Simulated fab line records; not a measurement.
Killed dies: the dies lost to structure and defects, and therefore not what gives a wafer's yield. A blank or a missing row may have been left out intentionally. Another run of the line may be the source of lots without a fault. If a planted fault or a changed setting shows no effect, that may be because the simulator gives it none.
Which tool is to blame? ; flow nand harc ; 12 lots with 36 wafers sampled at 6 steps, on a route of 1302 steps

## WHAT THE GAUGES READ, wafer by wafer
NHARC_A_CHANNEL_HOLE_D2_CD_MEAS_10: target cd 100 nm. Usual: cd nm at 99.9 nm, with a standard deviation of 0.76.
lot;measured;on;cd nm (nm);flag
L640;day 12 21:40;cd sem-01;100.6 100.7 99.9;
L643;day 14 08:25;cd sem-03;101.1 100.3 100.7;
L644;day 14 09:35;cd sem-01;100.0 100.5 100.0;
L645;day 15 01:50;cd sem-01;100.0 100.4 100.5;
L646;day 15 04:14;cd sem-03;98.8 99.7 99.6;
L647;day 15 21:55;cd sem-01;100.2 100.8 99.6;
L648;day 16 17:59;cd sem-03;104.4 105.0 105.0;OFF
L651;day 17 10:30;cd sem-01;104.8 104.4 103.9;OFF
L656;day 20 01:06;cd sem-03;99.7 99.6 98.8;
L660;day 21 12:58;cd sem-01;100.7 100.0 99.7;
L661;day 22 09:22;cd sem-03;100.5 100.1 100.2;
L662;day 22 09:20;cd sem-02;101.2 100.7 100.6;

NHARC_A_CHANNEL_HOLE_D2_OVL_MEAS_11. Usual: overlay x nm 0.2 nm, standard deviation 0.79; overlay y nm 0.0 nm, standard deviation 0.86.
lot;measured;on;overlay x nm (nm);overlay y nm (nm);flag
L640;day 12 21:45;overlay-01;-1.6 -1.1 -0.8;1.3 1.4 0.7;
L643;day 14 08:30;overlay-02;1.0 1.4 1.0;-0.1 -0.6 -0.5;
L644;day 14 09:40;overlay-02;-1.0 -1.3 -1.0;0.0 0.4 0.6;
L645;day 15 01:55;overlay-02;-0.3 -0.1 -0.6;-0.2 0.2 0.5;
L646;day 15 04:20;overlay-02;1.0 1.1 1.2;0.5 0.6 0.3;
L647;day 15 22:01;overlay-01;0.3 0.2 -0.4;0.2 0.6 0.0;
L648;day 16 18:05;overlay-02;-0.5 -0.1 -0.3;0.1 0.5 0.4;
L651;day 17 10:35;overlay-01;0.3 0.4 0.4;-0.4 -0.6 -0.3;
L656;day 20 01:11;overlay-01;0.6 0.7 0.0;0.3 0.5 0.9;
L660;day 21 13:02;overlay-01;0.4 0.6 0.5;0.3 0.6 0.9;
L661;day 22 09:28;overlay-02;0.8 0.4 0.9;0.3 0.0 0.2;
L662;day 22 09:26;overlay-01;-0.1 0.0 -0.4;1.0 0.7 0.1;

NHARC_END_SORT_01. Usual: killed at array 63, standard deviation 27; killed at other 0.7, standard deviation 1.2; killed at periphery 3.1, standard deviation 2; killed dies 67, standard deviation 28; killed open 3.0, standard deviation 1.9; killed short 2.2, standard deviation 1.5.
lot;measured;on;killed at array;killed at other;killed at periphery;killed dies;killed open;killed short;flag
L640;day 24 18:54;prober-01;90 102 71;0 0 2;3 1 3;93 103 76;2 4 1;2 0 1;
L648;day 27 20:20;prober-02;138 111 113;1 1 0;5 1 2;144 113 115;2 1 0;5 1 3;
L651;day 28 22:20;prober-01;55 56 62;2 2 3;4 6 6;61 64 71;2 4 3;3 2 4;
L660;day 32 22:00;prober-01;37 27 28;0 0 1;2 5 2;39 32 31;7 7 5;1 1 0;

## WHICH TOOL RAN EACH LOT (tool, then ch and the chambers of the sampled wafers, then the start)
lot;NHARC_A_ONON_D2_DEP_33;NHARC_A_CHANNEL_HOLE_D2_EXPOSE_07;NHARC_A_CHANNEL_HOLE_D2_ETCH_16
L640;pecvd-01 ch 0,1,2, day 12 18:34;arfi scanner-02 ch 0, day 12 21:31;rie diel-04 ch 1,2,3, day 24 18:54 or earlier
L643;pecvd-02 ch 0,1,2, day 14 04:08;arfi scanner-02 ch 0, day 14 08:16;rie diel-04 ch 0,2,3, no start
L644;pecvd-04 ch 0,1,2, day 14 04:11;arfi scanner-02 ch 0, day 14 09:26;rie diel-08 ch 0,1,3, no start
L645;pecvd-02 ch 0,1, day 14 19:28;arfi scanner-03 ch 0, day 15 01:41;rie diel-04 ch 0,1,2, no start
L646;pecvd-04 ch 1,2, day 15 00:59;arfi scanner-02 ch 0, day 15 04:06;rie diel-04 ch 0,3, no start
L647;pecvd-01 ch 0,1,2, day 15 18:43;arfi scanner-03 ch 0, day 15 21:47;rie diel-09 ch 0,2,3, no start
L648;pecvd-02 ch 0,1,2, day 16 12:25;arfi scanner-03 ch 0, day 16 17:51;rie diel-09 ch 0,2,3, day 27 20:20 or earlier
L651;pecvd-01 ch 0,2, day 17 06:05;arfi scanner-03 ch 0, day 17 10:22;rie diel-08 ch 0,1,3, day 28 22:20 or earlier
L656;pecvd-01 ch 0,2, day 19 18:41;arfi scanner-02 ch 0, day 20 00:58;rie diel-04 ch 2,3, no start
L660;pecvd-02 ch 0,2, day 21 07:36;arfi scanner-01 ch 0, day 21 12:49;rie diel-08 ch 0,1,2, day 32 22:00 or earlier
L661;pecvd-01 ch 0,1,2, day 22 06:12;arfi scanner-02 ch 0, day 22 09:14;rie diel-09 ch 1,2,3, no start
L662;pecvd-02 ch 1,2, day 22 06:14;arfi scanner-02 ch 0, day 22 09:12;rie diel-04 ch 1,2,3, no start
- NHARC_A_ONON_D2_DEP_33: deposits SiO2, target thk 200 nm.
- NHARC_A_CHANNEL_HOLE_D2_EXPOSE_07: exposes mask HOLE D2, target cd 100 nm.
- NHARC_A_CHANNEL_HOLE_D2_ETCH_16: etches the open film in O2/COS, target depth 3100 nm, time 806 s.

## WHAT THE TOOLS THEMSELVES READ (means of the sampled wafers that have a number; where no wafer has one, the mark that the record gives instead)
NHARC_A_ONON_D2_DEP_33. Usual: heater power w 556 W, standard deviation 67; throttle valve pct 15.7 %, standard deviation 0.56.
lot;tool;heater power w (W);throttle valve pct (%);flag
L640;pecvd-01;547;16.2;
L643;pecvd-02;614;15.4;
L644;pecvd-04;465;15.5;
L645;pecvd-02;543;15.7;
L646;pecvd-04;493;15.3;
L647;pecvd-01;551;16.3;
L648;pecvd-02;586;15.4;
L651;pecvd-01;520;15.8;
L656;pecvd-01;542;15.9;
L660;pecvd-02;564;15.2;
L661;pecvd-01;580;15.7;
L662;pecvd-02;552;15.5;

NHARC_A_CHANNEL_HOLE_D2_EXPOSE_07. Usual: exposure dose mJ cm2 at 59.62, with a standard deviation of 0.06.
lot;tool;exposure dose mJ cm2;flag
L640;arfi scanner-02;59.62;
L643;arfi scanner-02;59.58;
L644;arfi scanner-02;59.62;
L645;arfi scanner-03;59.52;
L646;arfi scanner-02;59.66;
L647;arfi scanner-03;59.60;
L648;arfi scanner-03;65.40;OFF
L651;arfi scanner-03;64.23;OFF
L656;arfi scanner-02;59.58;
L660;arfi scanner-01;59.66;
L661;arfi scanner-02;59.58;
L662;arfi scanner-02;59.57;

NHARC_A_CHANNEL_HOLE_D2_ETCH_16. Usual: drypump motor current A 5.7 A, standard deviation 0.5; oes product au 1.000 a.u., standard deviation 0.014; rf vpp V 315.4 V, standard deviation 1.9; showerhead plenum p Torr 3.21 Torr, standard deviation 0.13; throttle valve pct 28.330 %, standard deviation 0.008.
lot;tool;drypump motor current A (A);oes product au (a.u.);rf vpp V (V);showerhead plenum p Torr (Torr);throttle valve pct (%);flag
L640;rie diel-04;5.6;0.991;315.8;3.24;28.333;
L643;rie diel-04;5.3;1.002;314.2;3.15;28.332;
L644;rie diel-08;5.9;1.000;315.7;3.19;28.317;
L645;rie diel-04;5.4;0.998;315.4;3.24;28.328;
L646;rie diel-04;5.3;1.005;313.5;3.06;28.325;
L647;rie diel-09;6.0;0.998;314.6;3.20;28.330;
L648;rie diel-09;6.0;0.995;315.1;3.20;28.332;
L651;rie diel-08;5.9;0.998;315.6;3.19;28.333;
L656;rie diel-04;5.4;0.998;316.1;3.24;28.319;
L660;rie diel-08;6.0;1.005;314.8;3.17;28.333;
L661;rie diel-09;5.7;0.994;315.4;3.22;28.333;
L662;rie diel-04;5.6;0.993;316.1;3.23;28.328;

## THE ANSWER, worked out from the rows above alone
Rule: take the mean of a lot's wafers that have a number; if it is more than 3 standard deviations from the usual mean, the lot is off. Also off: a lot with no number at a reading for which 4 or more lots have one. Where the step has rows for the other lots, those lots are counted as sound. First the gauges in route order, then the tools' own readings, where a lot's mean is used as printed above. The first step at which some lot is off is used, and at that step the reading that is off furthest; a lot without a number counts as furthest.
Off at NHARC_A_CHANNEL_HOLE_D2_CD_MEAS_10 (cd nm): L648, L651.
If a tool, at a process step before that reading, ran all the lots that are off and no sound lot after the first of them, it fits. Not tried: the gauges at NHARC_A_CHANNEL_HOLE_D2_CD_MEAS_10; whatever is off there is also off at NHARC_A_CHANNEL_HOLE_D2_EXPOSE_07, on other tools, and gauge error can't account for it. One fits: NHARC_A_CHANNEL_HOLE_D2_EXPOSE_07 on arfi scanner-03. Its last sound lot is L647 (day 15 21:47), its first lot that is off L648 (day 16 17:51): a fault that began between those two fits.
On the lots that are off, the tool's own readings at NHARC_A_CHANNEL_HOLE_D2_EXPOSE_07 differ by more than 5 times the standard deviation of the sound lots' means, which bears it out; exposure dose mJ cm2 reads 64.81 there versus 59.60 on the sound lots.

## WHAT WAS PUT IN BY THE SIMULATOR
Drift in process parameters on arfi scanner-03 at NHARC_A_CHANNEL_HOLE_D2_EXPOSE_07, starting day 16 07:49. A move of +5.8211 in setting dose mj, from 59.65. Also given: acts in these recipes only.
Shown lots that were struck: L648, L651. The same result came from the rule above.
